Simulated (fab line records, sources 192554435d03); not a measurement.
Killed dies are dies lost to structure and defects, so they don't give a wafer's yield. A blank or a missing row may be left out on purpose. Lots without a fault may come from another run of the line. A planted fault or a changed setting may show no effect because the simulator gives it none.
Split-lot experiment | flow n5_finfet | 7 lots, 21 wafers read, on a route of 1938 steps

THE SPLIT
At N5_BEOL_M9_COAT_22 (resist thk 30 nm), the setting spin_rpm was moved away from the recipe's 1500 rpm on 8 of the 21 wafers read, by -10.3% to +4.6%. The other wafers ran this setting at the recipe's value.

The reading is taken at the split's own step.

THE READING
CAR-EUV_of_BEOL_M9_COAT_22.thk_nm (the simulator's own value, which no gauge read), in nm, at N5_BEOL_M9_COAT_22 (resist thk 30 nm). The file gives no usual value for it.

wafer  | tool, chamber at the split | spin_rpm as run, rpm | against the recipe | CAR-EUV_of_BEOL_M9_COAT_22.thk_nm, nm | against lot-mates on the recipe
L077.1 | litho_track-05, 0          | 1500                 | recipe             | 30                                    | -
L077.2 | litho_track-05, 0          | 1500                 | recipe             | 30                                    | -
L077.6 | litho_track-05, 0          | 1364                 | -9.1%              | 31.4                                  | +1.4
L081.1 | litho_track-05, 0          | 1500                 | recipe             | 30                                    | -
L081.3 | litho_track-05, 0          | 1376                 | -8.3%              | 31.4                                  | +1.4
L081.4 | litho_track-05, 0          | 1376                 | -8.3%              | 31.4                                  | +1.4
L084.1 | litho_track-03, 0          | 1569                 | +4.6%              | 29.4                                  | -0.6
L084.2 | litho_track-03, 0          | 1569                 | +4.6%              | 29.4                                  | -0.6
L084.5 | litho_track-03, 0          | 1500                 | recipe             | 30                                    | -
L085.1 | litho_track-05, 0          | 1500                 | recipe             | 30                                    | -
L085.3 | litho_track-05, 0          | 1500                 | recipe             | 30                                    | -
L085.4 | litho_track-05, 0          | 1500                 | recipe             | 30                                    | -
L088.2 | litho_track-03, 0          | 1345                 | -10.3%             | 31.6                                  | +1.6
L088.6 | litho_track-03, 0          | 1345                 | -10.3%             | 31.6                                  | +1.6
L088.5 | litho_track-03, 0          | 1500                 | recipe             | 30                                    | -
L096.1 | litho_track-05, 0          | 1500                 | recipe             | 30                                    | -
L096.3 | litho_track-05, 0          | 1500                 | recipe             | 30                                    | -
L096.4 | litho_track-05, 0          | 1428                 | -4.8%              | 30.8                                  | +0.8
L097.1 | litho_track-05, 0          | 1500                 | recipe             | 30                                    | -
L097.3 | litho_track-05, 0          | 1500                 | recipe             | 30                                    | -
L097.6 | litho_track-05, 0          | 1500                 | recipe             | 30                                    | -

THE FIT
A straight line over all 21 wafers: CAR-EUV_of_BEOL_M9_COAT_22.thk_nm changes by -0.155 nm for each +1% of spin_rpm; r = -1.00; the points scatter about the line by 0.048 nm.
The same after taking each lot's own level away (the mean of its wafers on the recipe; 21 wafers): -0.155 nm for each +1%; r = -1.00; scatter 0.048 nm.
On that fit, the largest move of spin_rpm shifts the reading by 1.6 nm.
The lots' own levels span 30.00 to 30.00 nm.
So the lot-to-lot level changes the slope little: the two slopes agree.
Check: with one of the wafers moved furthest among these (-10.3%) left out of the fit, the line predicts +1.64 nm for it against its lot-mates. It came out at +1.6 nm against them.

OTHER SPLITS ON THESE WAFERS
These wafers also went through other splits before the reading. Each is held against what the fit with the lots' levels taken away leaves over:
other split on the same wafers | wafers away from the commonest value | r with CAR-EUV_of_BEOL_M9_COAT_22.thk_nm (lot level and that fit taken away)
N5_BEOL_M8_ILD_DEP_00 time_s   | 5                                    | +0.11
N5_BEOL_M8_DESCUM_16 time_s    | 8                                    | +0.20
N5_BEOL_M9_DESCUM_16 time_s    | 7                                    | +0.12

THE FILE'S OWN FIT
CAR-EUV_of_BEOL_M9_COAT_22.thk_nm changes by -0.157 nm for each +1% of spin_rpm, r = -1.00.
